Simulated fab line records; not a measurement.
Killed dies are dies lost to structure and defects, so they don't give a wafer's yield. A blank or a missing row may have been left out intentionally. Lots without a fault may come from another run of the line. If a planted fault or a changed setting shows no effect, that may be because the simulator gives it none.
Code-filled problem report in 8D (eight disciplines) form :: flow nandHarc :: the parts of the form that need people (team, actions taken, sign-off) are left out

## 1. WHAT WENT WRONG
Wafers without a fault read 999 nm, standard deviation 10; thkNm at NHARC_A_ONON_D1_THK_MEAS_05 reads a mean of 1589 nm on 6 wafers belonging to 2 lots. Measured from the usual mean, that is +59 standard deviations.
The step: measures by ellipsometry.
First observed at day 11 19:06: wafer L452.3, on filmMetro-01. Wafers with a number at this step in the record: 39, from 13 lots. By rule, "out" or "out of limits" means more than 4 standard deviations away from the usual mean. Any other wafer with a number is counted as sound.

## 2. WHAT IT IS, AND WHAT IT ISN'T
question: which readings at this step
is: thkNm
is not: -

question: which lots
is: L452, L455
is not: L435, L436, L437, L438, L439, L440, L442, L445, L446, L447, L448

question: which wafers of those lots
is: all that have a number
is not: -

question: read on which gauges
is: filmMetro-01
is not: filmMetro-02

question: when
is: from day 11 19:06
is not: up to then (33 sound wafers)

## 3. THE SUSPECTS, EACH WITH WHAT RULES IT OUT
Counting: a tool at any process step up to the reading remains a suspect when it ran all the lots that are out and ran no sound lot after the first of those.
- the gauge at NHARC_A_ONON_D1_THK_MEAS_05 has been ruled out. All the wafers that are out were read on filmMetro-01, but those of them that NHARC_END_SORT_01 has rows for are out there too, on other tools.
- pecvdOnon-03 at NHARC_A_ONON_D1_DEP_03 (target thk 1000 nm): kept. Every lot that is out went through it, starting with L452 (day 11 18:43), and after that it ran no sound lot; the last sound lot it ran before then is L447 (day 10 22:47).
Left after counting: pecvdOnon-03 at NHARC_A_ONON_D1_DEP_03.

## 4. THE CAUSE (what the simulator had put in)
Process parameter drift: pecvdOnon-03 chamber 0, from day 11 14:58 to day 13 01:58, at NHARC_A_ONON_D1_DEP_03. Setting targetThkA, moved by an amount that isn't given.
The count eliminated every tool but this one.

## 5. THE EFFECT CHAIN, in route order
One row per reading whose mean, taken over the struck wafers that have a number, lies over 3 standard deviations from the usual. Only readings for which the record gives a usual standard deviation are gone through. hours: the time from each lot's start at the first step in this table that gives one to its start at this step, as a median over the lots. sigmas: the change in usual standard deviations.
hours: 0
step: NHARC_A_ONON_D1_THK_MEAS_05
reading: thkNm
usual: 999 nm
on struck wafers: 1589
change: +590
sigmas: +59

hours: 285
step: NHARC_END_SORT_01
reading: killedAtArray
usual: 29
on struck wafers: 672
change: +642
sigmas: +49

hours: 285
step: NHARC_END_SORT_01
reading: killedDies
usual: 33
on struck wafers: 677
change: +644
sigmas: +50

## 6. WHAT WOULD HAVE CAUGHT IT SOONER
In this record the first reading out of limits at a measuring or inspecting step was taken at day 11 19:06, 4 hours after the fault began at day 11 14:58.
Tool readings at NHARC_A_ONON_D1_DEP_03 with a usual standard deviation given in the record: none out on any struck wafer, hence no alarm at a limit of 4 standard deviations on them.
Among the 2 lots that are out, L455 began NHARC_A_ONON_D1_DEP_03 on pecvdOnon-03 after day 11 19:06. A tool hold placed at that time would have kept it from harm.
